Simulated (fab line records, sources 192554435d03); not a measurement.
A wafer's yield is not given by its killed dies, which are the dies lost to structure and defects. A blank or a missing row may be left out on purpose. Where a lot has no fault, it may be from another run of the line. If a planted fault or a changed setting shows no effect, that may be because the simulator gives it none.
Chamber matching | flow n5_finfet | N5_BEOL_M1_ETCH_74 on rie_diel-03: 4 sister chambers
The step etches underlayer in N2/H2, target depth 6.5 nm, time 5.2 s. 14 wafers are shown with their chamber, then 7 later ones without.

## WAFERS WITH THEIR CHAMBER
wafer  | chamber | drypump_motor_current_A (A) | throttle_valve_pct (%) | showerhead_plenum_p_Torr (Torr)
L076.1 | 0       | 5.9                         | 18.02                  | 2.66
L076.2 | 2       | 5.7                         | 18.14                  | 2.58
L076.3 | 3       | 5.9                         | 18.53                  | 2.65
L077.3 | 0       | 5.9                         | 18.03                  | 2.66
L077.4 | 2       | 5.7                         | 18.13                  | 2.58
L077.5 | 0       | 5.9                         | 18.04                  | 2.66
L079.2 | 3       | 5.9                         | 18.55                  | 2.65
L079.3 | 0       | 5.9                         | 18.06                  | 2.65
L079.4 | 3       | 5.8                         | 18.53                  | 2.65
L080.2 | 3       | 5.9                         | 18.56                  | 2.65
L080.3 | 2       | 5.7                         | 18.13                  | 2.58
L080.4 | 2       | 5.7                         | 18.14                  | 2.58
L091.1 | 2       | 5.7                         | 18.18                  | 2.57
L091.3 | 1       | 6.4                         | 18.26                  | 2.64

SIGNATURES, as means of the wafers listed above
reading                  | chamber 0 | chamber 1 | chamber 2 | chamber 3 | scatter within a chamber
drypump_motor_current_A  | 5.900     | 6.400     | 5.700     | 5.875     | 0.0274
throttle_valve_pct       | 18.0375   | 18.2600   | 18.1440   | 18.5425   | 0.0181
showerhead_plenum_p_Torr | 2.6575    | 2.6400    | 2.5780    | 2.6500    | 0.00394
Rule: distance of a wafer from a chamber = root of the sum over the readings of ((wafer's reading minus chamber's mean) / reading's scatter) squared. If the next closest chamber is less than 2 further off than the closest, the wafer can't be placed; otherwise it belongs to the closest. The scatter is the square root of a quotient: the sum, over the shown wafers, of each reading's squared deviation from its chamber's mean, divided by wafers minus chambers.

## WAFERS WHOSE CHAMBER IS MISSING
wafer  | drypump_motor_current_A (A) | throttle_valve_pct (%) | showerhead_plenum_p_Torr (Torr)
L091.6 | 5.9                         | 18.08                  | 2.64
L092.1 | 6.4                         | 18.23                  | 2.64
L092.2 | 5.9                         | 18.58                  | 2.64
L092.5 | 5.6                         | 18.18                  | 2.57
L096.1 | 5.6                         | 18.22                  | 2.57
L096.3 | 6.4                         | 18.24                  | 2.63
L096.5 | 5.9                         | 18.10                  | 2.64

## CHAMBER TAKEN BY EACH
wafer  | from the rows above | in truth
L091.6 | 0                   | 0
L092.1 | 1                   | 1
L092.2 | 3                   | 3
L092.5 | 2                   | 2
L096.1 | 2                   | 2
L096.3 | 1                   | 1
L096.5 | 0                   | 0
Correct placement for 7 of the 7. From these rows, 0 cannot be placed. Wrongly placed: 0.
